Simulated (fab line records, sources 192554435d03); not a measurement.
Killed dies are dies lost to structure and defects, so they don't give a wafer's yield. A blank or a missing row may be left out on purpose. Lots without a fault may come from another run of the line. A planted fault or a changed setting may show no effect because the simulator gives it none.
fab line records | flow n5_finfet
record lots=7 wafers=21 last_day=17
route steps=1938 shown BEOL_M3@1012 BEOL_M4@1021
lots that met no fault: from a run of the same line without faults
start_h: hours from the record's first day to the start of the lot's first wafer shown | wait_h: hours since the lot's step before | " the same as in the row above | L1.1+2: a row that stands for several wafers | - no value, or no start given | * or withheld: withheld | < > ~ a bound
route shown NAME@n: a module of which the file shows steps, and the number in the route of the first | usual: mean/standard deviation of fault-free wafers | same: alike in all rows | chamber/n: place in a boat | sites: the reading at each site | _std_site: their standard deviation | _edge_site: outer sites' mean less inner sites' | radius_mm: how far each site lies from the wafer's centre | mask NAME#n: copy n | behind: the tool/chamber that last shaped the wafer | hold: why the lot was held/for how many hours/how that ended | device: the transistor (n, p or np) that didn't switch | end of line: the same wafers' tests at the end of the route | a step without rows: its recipe alone | killed: dies lost to structure and defects at the first sort, not the wafer's yield | map: a wafer's dies, x killed, . not, _ none there
set.NAME: the setting as run; set.NAME@STEP: as run at that earlier step | model.NAME: the simulator's own value behind a step, which no gauge read
lots at some steps of the route; a table a step, a row a wafer
services: from which hour (start_h, from the record's first day; less than 0 if before it) a tool's chamber was out of use, for how many hours, and why
## steps
# step N5_BEOL_M3_ANNEAL_51
# recipe temp_c=225 time_s=90 ambient=N2
# usual wafer_temp_C_max=226.23/0.25
# columns lot.wafer tool chamber start_h wait_h wafer_temp_C_max
L919.3 rtp_anneal-01 0 165.85 0.1 226.77
L919.5 " 0 " " 226.39
L919.6 " 0 " " 225.85
L921.2 rtp_anneal-02 0 170.46 0.1 226.28
L921.3 " 0 " " 226.58
L921.4 " 0 " " 226.74
L929.1 rtp_anneal-01 0 225.97 0.1 226.40
L929.2 " 0 " " 226.50
L929.6 " 0 " " 225.97
L931.1 rtp_anneal-02 0 229.19 0.1 225.83
L931.2 " 0 " " 226.35
L931.4 " 0 " " 226.06
L932.2 rtp_anneal-02 0 232.34 0.1 226.05
L932.5 " 0 " " 226.40
L932.6 " 0 " " 225.92
L934.2 rtp_anneal-01 0 262.07 0.1 226.10
L934.4 " 0 " " 226.36
L934.6 " 0 " " 226.15
L940.1 rtp_anneal-01 0 286.53 0.1 226.36
L940.3 " 0 " " 226.65
L940.5 " 0 " " 226.32
# step N5_BEOL_M3_CMP_52
# recipe stop_on=SiOC t_overpolish_s=6.8 down_force_psi=1 platen_rpm=50 clearing_platen_down_force_psi=1.5 clearing_platen_rpm=50 post_cmp_clean=cu_alkaline target_thk_nm=40 clearing_platen_pad_velocity_m_s=0.99484 pad_velocity_m_s=0.99484
# usual barrier_field_endpoint_s=24.8/0.69 motor_current_A=6.0/0.64 overpolish_run_s=6.800/0.0089 time_to_endpoint_s=63.6/2.8
# columns lot.wafer tool chamber start_h wait_h barrier_field_endpoint_s motor_current_A overpolish_run_s time_to_endpoint_s
L919.3 cmp-03 1 166.17 0.3 24.5 5.6 6.797 64.1
L919.5 " 2 " " 24.6 6.7 6.794 62.2
L919.6 " 3 " " 25.4 6.1 6.800 66.6
L921.3 cmp-01 1 170.72 0.2 25.5 4.8 6.809 64.9
L921.2 " 2 " " 25.2 6.9 6.794 63.0
L921.4 " 3 " " 25.9 5.1 6.794 64.8
L929.2 cmp-02 0 226.27 0.2 25.4 6.2 6.801 65.2
L929.1 " 2 " " 24.6 5.6 6.818 64.1
L929.6 " 0 " " 25.5 5.7 6.800 65.7
L931.2 cmp-02 1 229.49 0.2 25.9 6.6 6.801 65.8
L931.4 " 2 " " 25.1 5.7 6.801 62.6
L931.1 " 3 " " 24.7 6.5 6.793 63.2
L932.2 cmp-01 2 232.70 0.3 24.1 6.5 6.816 61.8
L932.5 " 3 " " 23.8 5.2 6.804 60.9
L932.6 " 0 " " 24.5 7.4 6.813 65.7
L934.4 cmp-02 3 262.32 0.1 25.5 6.4 6.795 65.2
L934.2 " 2 " " 25.0 5.5 6.799 64.3
L934.6 " 3 " " 24.9 6.9 6.803 63.7
L940.3 cmp-03 1 286.83 0.2 24.0 5.4 6.804 63.9
L940.1 " 3 " " 25.2 6.5 6.808 66.9
L940.5 " 1 " " 25.3 5.6 6.806 66.6
# step N5_BEOL_M3_THK_MEAS_53
# recipe thk_meas_gauge=xrf reads=Cu_of_BEOL_M3_ECD_50
# usual M3_THK=40.9/1.4
# columns lot.wafer tool chamber start_h wait_h M3_THK[nm]
L919.3 film_metro-01 - 166.36 - 39.4
L919.5 " - " " 43.6
L919.6 " - " " 42.0
L921.2 film_metro-02 - 171.01 - 40.4
L921.3 " - " " 36.8
L921.4 " - " " 38.3
L929.1 film_metro-01 - 226.56 - 39.6
L929.2 " - " " 40.0
L929.6 " - " " 40.4
L931.1 film_metro-01 - 229.78 - 37.7
L931.2 " - " " 40.6
L931.4 " - " " 41.3
L932.2 film_metro-02 - 232.88 - 42.1
L932.5 " - " " 42.5
L932.6 " - " " 42.4
L934.2 film_metro-01 - 262.61 - 40.3
L934.4 " - " " 42.1
L934.6 " - " " 41.3
L940.1 film_metro-01 - 287.12 - 41.0
L940.3 " - " " 40.4
L940.5 " - " " 41.4
# step N5_BEOL_M3_PRE_CLEAN_60
# recipe gas=NH3/H2 time_s=15 temp_c=* rf_power_w=300
# usual heater_power_w=82/18 susceptor_temp_C=*
# columns lot.wafer tool chamber start_h wait_h heater_power_w susceptor_temp_C
L919.3 cvd_co-01 2 166.39 0.0 73 *
L919.5 " 1 " " 113 *
L919.6 " 2 " " 75 *
L921.2 cvd_co-01 0 171.05 0.0 76 *
L921.3 " 1 " " 112 *
L921.4 " 2 " " 75 *
L929.1 cvd_co-01 2 226.73 0.2 73 *
L929.2 " 1 " " 113 *
L929.6 " 1 " " 114 *
L931.1 cvd_co-02 1 229.93 0.1 60 *
L931.2 " 0 " " 77 *
L931.4 " 0 " " 76 *
L932.2 cvd_co-01 2 232.92 0.0 71 *
L932.5 " 0 " " 73 *
L932.6 " 1 " " 113 *
L934.2 cvd_co-01 0 262.65 0.0 77 *
L934.4 " 2 " " 74 *
L934.6 " 1 " " 112 *
L940.1 cvd_co-01 2 287.16 0.0 74 *
L940.3 " 1 " " 117 *
L940.5 " 1 " " 117 *
# step N5_BEOL_M3_CO_CAP_55
# recipe material=Co target_thk_a=20 temp_c=200 precursor=CCTBA/H2 pressure_torr=30 time_s=102.1
# step N5_BEOL_M3_PRE_CLEAN_56
# recipe gas=NH3 time_s=15 temp_c=withheld rf_power_w=300
# step N5_BEOL_M3_DEP_57
# recipe material=SiCN target_thk_a=80 temp_c=withheld precursor=3MS/NH3 pressure_torr=3 rf_w=202 time_s=14
# step N5_BEOL_M3_RS_MEAS_58
# recipe thk_meas_gauge=four-point-probe reads=Co_of_BEOL_M3_CO_CAP_55+Cu_of_BEOL_M3_ECD_50+Co_of_BEOL_M3_CVD_47+TaN_of_BEOL_M3_ALD_84
# usual M3_RS=0.67/0.031
# columns lot.wafer tool chamber start_h wait_h M3_RS[ohm/sq]
L919.3 film_metro-01 - 166.62 0.1 0.70
L919.5 " - " " 0.62
L919.6 " - " " 0.65
L921.2 film_metro-02 - 171.27 0.1 0.68
L921.3 " - " " 0.76
L921.4 " - " " 0.73
L929.1 film_metro-01 - 226.95 0.0 0.69
L929.2 " - " " 0.68
L929.6 " - " " 0.67
L931.1 film_metro-01 - 230.20 0.0 0.74
L931.2 " - " " 0.67
L931.4 " - " " 0.66
L932.2 film_metro-01 - 233.14 0.1 0.64
L932.5 " - " " 0.63
L932.6 " - " " 0.63
L934.2 film_metro-01 - 262.87 0.1 0.68
L934.4 " - " " 0.64
L934.6 " - " " 0.66
L940.1 film_metro-01 - 287.39 0.1 0.67
L940.3 " - " " 0.68
L940.5 " - " " 0.66
# step N5_BEOL_M3_INSPECT_59
# recipe inspect_instrument=darkfield mode=post_dep
# usual raw_defect_count=62/20
# columns lot.wafer tool chamber start_h wait_h raw_defect_count
L919.3 defect_inspect-01 - 166.64 0.0 35
L919.5 " - " " 67
L919.6 " - " " 69
L921.2 defect_inspect-01 - 171.30 0.0 54
L921.3 " - " " 37
L921.4 " - " " 49
L929.1 defect_inspect-02 - 226.98 0.0 61
L929.2 " - " " 80
L929.6 " - " " 69
L931.1 defect_inspect-01 - 230.23 0.0 74
L931.2 " - " " 103
L931.4 " - " " 56
L932.2 defect_inspect-02 - 233.17 0.0 50
L932.5 " - " " 36
L932.6 " - " " 137
L934.2 defect_inspect-02 - 262.90 0.0 50
L934.4 " - " " 43
L934.6 " - " " 60
L940.1 defect_inspect-02 - 287.42 0.0 86
L940.3 " - " " 67
L940.5 " - " " 86
# step N5_BEOL_M4_ILD_DEP_00
# recipe material=SiOC target_thk_a=790 temp_c=350 precursor=DEMS/O2 pressure_torr=5 rf_w=500 time_s=15.3
# step N5_BEOL_M4_THK_MEAS_01
# recipe reads=SiOC_of_BEOL_M4_ILD_DEP_00
# usual M4_ILD_THK=78.4/0.88
# columns lot.wafer tool chamber start_h wait_h M4_ILD_THK[nm]
L919.3 film_metro-02 - 166.75 0.1 78.2
L919.5 " - " " 78.6
L919.6 " - " " 78.7
L921.2 film_metro-01 - 171.40 0.1 77.6
L921.3 " - " " 77.2
L921.4 " - " " 79.7
L929.1 film_metro-01 - 227.10 0.1 78.3
L929.2 " - " " 78.3
L929.6 " - " " 78.6
L931.1 film_metro-02 - 230.33 0.0 78.9
L931.2 " - " " 77.0
L931.4 " - " " 78.8
L932.2 film_metro-01 - 233.27 0.1 78.1
L932.5 " - " " 79.3
L932.6 " - " " 78.7
L934.2 film_metro-02 - 263.00 0.1 78.5
L934.4 " - " " 79.5
L934.6 " - " " 80.1
L940.1 film_metro-02 - 287.52 0.0 78.0
L940.3 " - " " 77.5
L940.5 " - " " 79.4
# step N5_BEOL_M4_PECVD_72
# recipe material=SiO2 target_thk_a=160 temp_c=400 precursor=TEOS/O2 pressure_torr=5.5 rf_w=450 teos_flow_sccm=53.8 gas=O2 flow_sccm=3000 time_s=18
# step N5_BEOL_M4_HM_DEP_02
# recipe material=TiN target_thk_a=200 temp_c=25 chamber_pressure_pa=0.49996
# usual chamber_pressure_pa=0.4998/0.0011 substrate_temp_c=24.99/0.1 susceptor_temp_C=24.99/0.11 throttle_valve_pct=29.9/1.1
# columns lot.wafer tool chamber start_h wait_h chamber_pressure_pa substrate_temp_c susceptor_temp_C throttle_valve_pct
L919.3 pvd_sputter-03 - 167.36 0.6 0.4994 25.17 24.84 31.4
L919.5 " - " " 0.4994 25.19 24.82 28.1
L919.6 " - " " 0.4971 24.99 24.77 31.3
L921.2 pvd_sputter-01 - 172.32 0.9 0.5013 25.03 24.95 29.5
L921.3 " - " " 0.4979 25.08 25.10 30.9
L921.4 " - " " 0.5005 25.03 25.11 30.1
L929.1 pvd_sputter-03 - 227.19 0.0 - - - -
L929.2 " - " " - - - -
L929.6 " - " " - - - -
L931.1 pvd_sputter-03 - 232.28 1.9 - - - -
L931.2 " - " " - - - -
L931.4 " - " " - - - -
L932.2 pvd_sputter-03 - 233.62 0.3 - - - -
L932.5 " - " " - - - -
L932.6 " - " " - - - -
L934.2 pvd_sputter-02 - 266.25 3.2 0.5014 24.90 25.12 30.6
L934.4 " - " " 0.5006 24.99 24.98 29.0
L934.6 " - " " 0.5015 25.06 24.95 28.9
L940.1 pvd_sputter-01 - 287.73 0.2 0.5001 24.96 24.89 29.5
L940.3 " - " " 0.5003 24.97 25.09 29.9
L940.5 " - " " 0.5005 24.96 25.06 29.9
# step N5_BEOL_M4_COAT_61
# recipe resist=SOC temp_c=250 time_s=60 spin_rpm=1500 resist_thk_nm=60
# step N5_BEOL_M4_COAT_62
# recipe resist=SiARC temp_c=220 time_s=60 spin_rpm=1500 resist_thk_nm=12
# step N5_BEOL_M4_COAT_73
# recipe resist=underlayer temp_c=205 time_s=60 spin_rpm=1500 resist_thk_nm=5
# step N5_BEOL_M4_COAT_05
# recipe resist=CAR-EUV spin_rpm=1500 resist_thk_nm=30
# step N5_BEOL_M4_EBR_07
# recipe solvent=PGMEA ebr_width_mm=1.5
# step N5_BEOL_M4_SOFTBAKE_06
# recipe temp_c=110 time_s=60 resist=CAR-EUV
# step N5_BEOL_M4_EXPOSE_08
# recipe mask_id=M4 na=0.33 source_shape=dipole sigma_inner=0.369 sigma_outer=0.767 polarization=unpolarized dose_mj=41.25
# step N5_BEOL_M4_PEB_09
# recipe peb_temp_c=100 peb_time_s=60 resist=CAR-EUV
# step N5_BEOL_M4_DEVELOP_10
# recipe develop_time_s=30 developer=TMAH resist=CAR-EUV rinse_liquid=surfactant_rinse dry=air_spin dev_temp_c=23
# step N5_BEOL_M4_CD_MEAS_11
# recipe target_cd_nm=16.79 landing_energy_ev=500 detector=se_inlens polarity=opening
# usual cd_nm=16.84/0.22
# columns lot.wafer tool chamber start_h wait_h cd_nm
L919.3 cd_sem-02 0 167.89 - 16.56
L919.5 " 0 " " 16.62
L919.6 " 0 " " 16.82
L921.2 cd_sem-01 0 172.73 - 17.15
L921.3 " 0 " " 16.97
L921.4 " 0 " " 16.95
L929.1 cd_sem-03 0 227.74 - 16.75
L929.2 " 0 " " 16.51
L929.6 " 0 " " 16.66
L931.1 cd_sem-03 0 232.67 - 16.50
L931.2 " 0 " " 16.99
L931.4 " 0 " " 16.70
L932.2 cd_sem-01 0 234.05 - 16.95
L932.5 " 0 " " 16.98
L932.6 " 0 " " 16.69
L934.2 cd_sem-01 0 266.65 - 16.84
L934.4 " 0 " " 16.86
L934.6 " 0 " " 16.39
L940.1 cd_sem-02 0 288.14 - 16.94
L940.3 " 0 " " 17.05
L940.5 " 0 " " 16.95
# step N5_BEOL_M4_OVL_MEAS_12
# recipe points_per_wafer=522
# usual M4_OVL=-0.4/0.73
# columns lot.wafer tool chamber start_h wait_h M4_OVL[nm]
L919.3 overlay-02 0 167.93 0.0 0.2
L919.5 " 0 " " 0.1
L919.6 " 0 " " -1.7
L921.2 overlay-02 0 172.77 0.0 -0.5
L921.3 " 0 " " 0.0
L921.4 " 0 " " -1.3
L929.1 overlay-01 0 227.77 0.0 -1.2
L929.2 " 0 " " 0.6
L929.6 " 0 " " 0.4
L931.1 overlay-02 0 232.71 0.0 -1.1
L931.2 " 0 " " -0.5
L931.4 " 0 " " -0.1
L932.2 overlay-02 0 234.08 0.0 -0.1
L932.5 " 0 " " -0.6
L932.6 " 0 " " 0.1
L934.2 overlay-01 0 266.68 0.0 0.5
L934.4 " 0 " " 0.7
L934.6 " 0 " " -0.5
L940.1 overlay-02 0 288.18 0.0 -0.1
L940.3 " 0 " " -0.9
L940.5 " 0 " " -0.3
# step N5_BEOL_M4_INSPECT_13
# recipe mode=adi inspect_instrument=brightfield
# usual raw_defect_count=362/76
# columns lot.wafer tool chamber start_h wait_h raw_defect_count
L919.3 defect_inspect-02 - 167.97 0.0 320
L919.5 " - " " 393
L919.6 " - " " 387
L921.2 defect_inspect-02 - 172.82 0.0 350
L921.3 " - " " 253
L921.4 " - " " 366
L929.1 defect_inspect-02 - 227.83 0.1 239
L929.2 " - " " 207
L929.6 " - " " 245
L931.1 defect_inspect-01 - 232.76 0.1 221
L931.2 " - " " 308
L931.4 " - " " 203
L932.2 defect_inspect-02 - 234.14 0.0 301
L932.5 " - " " 168
L932.6 " - " " 400
L934.2 defect_inspect-02 - 266.73 0.0 320
L934.4 " - " " 339
L934.6 " - " " 318
L940.1 defect_inspect-02 - 288.23 0.1 558
L940.3 " - " " 390
L940.5 " - " " 420
# step N5_BEOL_M4_DESCUM_16
# recipe chemistry=O2 time_s=7 source_power_w=50 bias_power_w=20 pressure_mtorr=20 rf_frequency_hz=2.712e+07 temp_c=40 resist=CAR-EUV o2_flow_sccm=225
# step N5_BEOL_M4_ETCH_74
# recipe chemistry=N2/H2 target=underlayer target_depth_a=65 mask_material=CAR-EUV time_s=5.2 ion_energy_ev=200 pressure_mtorr=30 source_w=840 bias_w=150 n2_flow_sccm=200 h2_flow_sccm=200 ends=cleared
# usual drypump_motor_current_A=5.6/0.51 etch_rf_on_time_s=5.20/0.067 oes_product_au=0.68/0.084 rf_vpp_V=524.4/2.5 showerhead_plenum_p_Torr=2.56/0.081 throttle_valve_pct=17.85/0.17
# columns lot.wafer tool chamber start_h wait_h drypump_motor_current_A etch_rf_on_time_s oes_product_au rf_hours_counter_h rf_vpp_V showerhead_plenum_p_Torr throttle_valve_pct
L919.3 rie_diel-04 1 168.04 0.0 5.6 5.28 0.60 211 521.0 2.52 17.97
L919.5 " 3 " " 5.6 5.11 0.63 - 519.6 2.42 17.65
L919.6 " 2 " " 6.5 5.12 0.84 - 527.4 2.72 17.83
L921.2 rie_diel-06 0 172.89 0.0 5.5 5.28 0.65 139 527.5 2.65 17.96
L921.3 " 1 " " 5.4 5.19 0.59 228 523.7 2.51 17.91
L921.4 " 3 " " 6.8 5.23 0.64 170 527.2 2.64 17.85
L929.1 rie_diel-06 3 227.89 0.0 6.8 5.23 0.63 188 526.5 2.63 17.88
L929.2 " 1 " " 5.3 5.24 0.58 247 524.5 2.50 17.96
L929.6 " 0 " " 5.5 5.19 0.63 - 528.1 2.65 18.03
L931.1 rie_diel-06 2 232.83 0.0 5.4 5.15 0.77 23 522.3 2.49 17.65
L931.2 " 1 " " 5.4 5.18 0.59 249 523.2 2.50 17.96
L931.4 " 0 " " 5.5 5.17 0.63 159 523.6 2.65 18.01
L932.2 rie_diel-04 1 234.20 0.0 5.6 5.29 0.59 231 524.5 2.51 17.99
L932.5 " 1 " " 5.6 5.26 0.58 - 523.1 2.51 18.00
L932.6 " 0 " " 5.6 5.10 0.82 - 521.7 2.50 17.92
L934.2 rie_diel-06 3 266.80 0.0 6.8 5.24 0.61 203 525.3 2.63 17.90
L934.4 " 2 " " 5.4 5.21 0.76 - 522.9 2.49 17.68
L934.6 " 3 " " 6.9 5.28 0.61 - 525.8 2.63 17.91
L940.1 rie_diel-06 3 288.49 0.0 6.8 5.26 0.61 212 527.0 2.62 17.91
L940.3 " 0 " " 5.5 5.22 0.62 184 524.3 2.63 18.05
L940.5 " 2 " " 5.4 5.14 0.73 - 522.2 2.48 17.68
# step N5_BEOL_M4_ETCH_63
# recipe chemistry=CF4 target=SiARC target_depth_a=156 mask_material=CAR-EUV time_s=26 ion_energy_ev=80 pressure_mtorr=40 source_w=545 bias_w=36 Ar_flow_sccm=100 cf4_flow_sccm=100 ends=cleared
# usual drypump_motor_current_A=5.6/0.51 etch_rf_on_time_s=25.9/0.38 oes_product_au=0.69/0.084 rf_vpp_V=184.1/1.2 showerhead_plenum_p_Torr=2.15/0.061 throttle_valve_pct=15.59/0.17
# columns lot.wafer tool chamber start_h wait_h drypump_motor_current_A etch_rf_on_time_s oes_product_au rf_hours_counter_h rf_vpp_V showerhead_plenum_p_Torr throttle_valve_pct
L919.3 rie_diel-04 1 168.06 0.0 5.5 26.4 0.59 211 185.6 2.12 15.60
L919.5 " 3 " " 5.6 25.8 0.64 - 183.2 2.05 15.44
L919.6 " 2 " " 6.5 25.7 0.82 - 184.7 2.28 15.46
L921.2 rie_diel-06 0 172.91 0.0 5.5 26.1 0.65 139 184.7 2.23 15.75
L921.3 " 1 " " 5.3 26.0 0.60 228 184.1 2.11 15.70
L921.4 " 3 " " 6.8 25.8 0.64 170 187.6 2.21 15.68
L929.1 rie_diel-06 3 227.91 0.0 6.8 26.0 0.63 188 184.5 2.21 15.72
L929.2 " 1 " " 5.3 26.0 0.58 247 183.6 2.11 15.75
L929.6 " 0 " " 5.5 26.0 0.64 - 185.6 2.22 15.81
L931.1 rie_diel-06 2 232.85 0.0 5.4 25.9 0.78 23 183.0 2.10 15.41
L931.2 " 1 " " 5.3 25.9 0.58 249 184.0 2.11 15.74
L931.4 " 0 " " 5.5 25.8 0.63 159 184.6 2.22 15.79
L932.2 rie_diel-04 1 234.22 0.0 5.6 26.6 0.58 231 182.2 2.11 15.65
L932.5 " 1 " " 5.6 26.6 0.58 - 184.1 2.11 15.65
L932.6 " 0 " " 5.6 25.5 0.82 - 184.9 2.11 15.59
L934.2 rie_diel-06 3 266.82 0.0 6.8 26.0 0.62 203 184.4 2.20 15.75
L934.4 " 2 " " 5.4 25.6 0.75 - 183.7 2.10 15.45
L934.6 " 3 " " 6.8 26.0 0.62 - 182.9 2.20 15.77
L940.1 rie_diel-06 3 288.51 0.0 6.8 26.3 0.60 212 186.5 2.20 15.78
L940.3 " 0 " " 5.6 26.2 0.61 184 185.0 2.21 15.82
L940.5 " 2 " " 5.4 26.0 0.74 - 183.9 2.09 15.48
# step N5_BEOL_M4_ETCH_64
# recipe chemistry=N2/H2 target=SOC target_depth_a=750 overetch_a=225 mask_material=SiARC temp_c=40 time_s=121.9 ion_energy_ev=200 pressure_mtorr=30 source_w=840 bias_w=150 n2_flow_sccm=200 h2_flow_sccm=200
# step N5_BEOL_M4_STRIP_65
# recipe chemistry=N2/H2 temp_c=40 n2_flow_sccm=200 h2_flow_sccm=200 rf_frequency_hz=6e+07
# step N5_BEOL_M4_STRIP_75
# recipe chemistry=N2/H2 temp_c=40 n2_flow_sccm=200 h2_flow_sccm=200 rf_frequency_hz=6e+07
# step N5_BEOL_M4_STRIP_66
# recipe chemistry=CF4 resist=SiARC power_w=300 bias_power_w=75 pressure_mtorr=50 cf4_flow_sccm=150 rf_frequency_hz=6e+07
# step N5_BEOL_M4_HM_OPEN_17
# recipe chemistry=Cl2/BCl3 target_depth_a=200 overetch_a=60 target=TiN mask_material=SOC ion_energy_ev=150 pressure_mtorr=10 icp_w=1000 bias_w=126 Cl2_flow_sccm=53.25 bcl3_flow_sccm=21.75 Ar_flow_sccm=25
# usual drypump_motor_current_A=5.45/0.16 oes_product_au=0.69/0.093 throttle_valve_pct=22.19/0.19
# columns lot.wafer tool chamber start_h wait_h drypump_motor_current_A oes_product_au rf_hours_counter_h throttle_valve_pct model.etch.depth_nm
L919.3 rie_metal-03 0 168.29 0.1 5.36 0.61 - 22.40 19.9
L919.5 " 1 " " 5.42 0.84 - 22.00 19.81
L919.6 " 0 " " 5.38 0.60 - 22.36 19.8
L921.2 rie_metal-03 0 173.11 0.0 5.37 0.60 64 22.37 19.86
L921.3 " 1 " " 5.38 0.81 - 21.99 19.66
L921.4 " 0 " " 5.38 0.60 - 22.38 19.77
L929.1 rie_metal-03 1 228.11 0.0 5.41 0.35 7 22.65 0
L929.2 " 0 " " 5.39 0.26 69 23.05 0
L929.6 " 1 " " 5.43 0.34 - 22.64 0
L931.1 rie_metal-02 0 233.05 0.0 5.29 0.38 1 22.45 0
L931.2 " 1 " " 5.82 0.30 34 22.99 0
L931.4 " 0 " " 5.30 0.38 - 22.43 0
L932.2 rie_metal-03 0 234.42 0.0 5.41 0.27 70 23.03 0
L932.5 " 1 " " 5.44 0.34 - 22.64 0
L932.6 " 0 " " 5.39 0.26 - 23.06 0
L934.2 rie_metal-01 0 267.02 0.0 5.41 0.69 33 22.27 20.33
L934.4 " 0 " " 5.41 0.70 - 22.25 20.65
L934.6 " 1 " " 5.40 0.60 - 22.18 20.64
L940.1 rie_metal-03 0 288.71 0.0 5.37 0.58 75 22.42 19.54
L940.3 " 0 " " 5.37 0.58 - 22.42 19.53
L940.5 " 0 " " 5.37 0.57 - 22.42 19.56
# step N5_BEOL_M4_STRIP_19
# recipe chemistry=O2 power_w=400 temp_c=40 pressure_mtorr=30 rf_frequency_hz=6e+07 bias_power_w=0 overash_fraction=0.2 o2_flow_sccm=225
# step N5_BEOL_M4_CD_MEAS_18
# recipe pitch_nm=36 target_cd_nm=18
# usual cd_nm=17.97/0.29
# columns lot.wafer tool chamber start_h wait_h cd_nm
L919.3 cd_sem-03 - 168.51 0.1 17.46
L919.5 " - " " 17.68
L919.6 " - " " 17.73
L921.2 cd_sem-01 - 173.29 0.1 18.55
L921.3 " - " " 17.90
L921.4 " - " " 18.06
L929.1 cd_sem-03 - 228.29 0.0 -
L929.2 " - " " -
L929.6 " - " " -
L931.1 cd_sem-03 - 233.23 0.0 -
L931.2 " - " " -
L931.4 " - " " -
L932.2 cd_sem-01 - 234.60 0.1 -
L932.5 " - " " -
L932.6 " - " " -
L934.2 cd_sem-01 - 267.24 0.1 17.84
L934.4 " - " " 17.62
L934.6 " - " " 17.84
L940.1 cd_sem-02 - 288.89 0.0 18.37
L940.3 " - " " 18.02
L940.5 " - " " 18.26
# step N5_BEOL_M4_COAT_67
# recipe resist=SOC temp_c=250 time_s=60 spin_rpm=1500 resist_thk_nm=60
# step N5_BEOL_M4_RC_MEAS_101
# usual DIBL_N=36.4/1.5 DIBL_P=36.6/1.9 IOFF_N=0.155/0.021 IOFF_P=0.211/0.028 ION_N=671/8.6 ION_P=462/5.8 SS_N=71.5/0.5 SS_P=73.4/0.58 VT_N=250.1/2.4 VT_P=-250.1/3
# columns lot.wafer tool chamber start_h wait_h DIBL_N[mV/V] DIBL_P[mV/V] IOFF_N[nA/um] IOFF_P[nA/um] ION_N[uA/um] ION_P[uA/um] SS_N[mV/dec] SS_P[mV/dec] VT_N[mV] VT_P[mV]
L919.3 prober-01 0 176.79 0.3 37.1 37.4 0.171 0.216 674 460 72.2 73.8 250.8 -251.0
L919.5 " 0 " " 34.4 33.9 0.128 0.171 661 451 70.4 73.1 252.5 -251.1
L919.6 " 0 " " 36.4 37.1 0.157 0.220 668 459 71.5 73.1 250.2 -249.9
L921.2 prober-01 0 186.62 0.2 36.9 38.2 0.157 0.202 670 455 71.2 72.7 252.9 -250.5
L921.3 " 0 " " 37.0 38.2 0.161 0.208 674 460 71.4 72.5 252.0 -248.0
L921.4 " 0 " " 38.1 38.9 0.173 0.218 676 456 73.1 74.1 252.0 -251.1
L934.2 prober-01 0 273.91 0.2 37.2 36.7 0.153 0.222 671 460 72.1 73.7 250.6 -249.2
L934.4 " 0 " " 35.3 34.4 0.115 0.187 653 455 71.2 72.6 255.9 -250.6
L934.6 " 0 " " 38.0 37.9 0.162 0.244 662 460 72.1 73.5 250.1 -247.3
L940.1 prober-01 0 297.26 0.0 35.2 35.6 0.151 0.193 671 461 72.0 72.9 250.0 -251.9
L940.3 " 0 " " 34.2 34.3 0.145 0.181 672 460 71.6 72.7 252.7 -252.8
L940.5 " 0 " " 33.5 33.9 0.131 0.171 664 457 71.2 72.7 252.5 -252.1
## services
# columns tool chamber start_h hours kind
rie_metal-03 1 147.43 - clean
rie_metal-03 1 147.43 15.2 scheduled_down
rie_metal-03 1 147.43 15.2 vent_cycle
rie_diel-06 2 150.22 - clean
rie_diel-06 2 150.22 - consumable_replace:focus_ring
rie_diel-06 2 150.22 14.8 scheduled_down
rie_diel-06 2 150.22 14.8 vent_cycle
cmp-01 - 153.57 2.0 repair
cmp-03 - 183.79 20.6 pm
cmp-02 - 195.41 0.5 repair
rie_metal-03 - 198.00 1.4 pm
rie_diel-04 0 204.28 - clean
rie_diel-04 0 204.28 - consumable_replace:focus_ring
cmp-03 - 204.75 0.8 repair
cvd_co-02 - 209.17 1.3 repair
cmp-01 - 213.82 4.0 pm
rie_diel-04 1 217.32 5.2 repair
rie_diel-06 1 242.35 55.8 repair
cmp-02 - 246.20 5.2 pm
cvd_co-01 - 247.06 14.6 pm
rie_diel-04 0 265.68 8.2 repair
rie_diel-06 2 272.24 7.4 repair
cvd_co-01 - 283.11 0.4 repair
cmp-03 - 288.14 4.0 pm
## key
first_sign step=N5_BEOL_M4_HM_DEP_02 reading=tool_record direction=missing
effect step=N5_BEOL_M4_HM_OPEN_17 reading=oes_product_au direction=down sigmas=4 usual=0.69 struck=0.32
effect step=N5_BEOL_M4_CD_MEAS_18 reading=cd_nm direction=missing
model_effect step=N5_BEOL_M4_HM_OPEN_17 value=etch.depth_nm without=20.09 struck=0
met_at N5_BEOL_M4_HM_DEP_02
struck_wafers L929.1,L929.2,L929.6,L931.1,L931.2,L931.4,L932.2,L932.5,L932.6
later_rows_left_out L929.1,L929.2,L929.6,L931.1,L931.2,L931.4,L932.2,L932.5,L932.6
sort_left_out L929.1,L929.2,L929.6,L931.1,L931.2,L931.4,L932.2,L932.5,L932.6
onset_between 167.36 227.19
fault kind=skipped_step_whole tool=pvd_sputter-03 chamber=- onset_h=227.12 steps=N5_BEOL_M4_HM_DEP_02 scope=struck_lots_only
# sort_left_out: the simulated sort isn't trusted on such a fault, so these wafers' sort isn't shown, and their yield isn't known
# later_rows_left_out: the simulator's readings of these wafers behind a module that went badly wrong aren't trusted and aren't shown, but for the sort
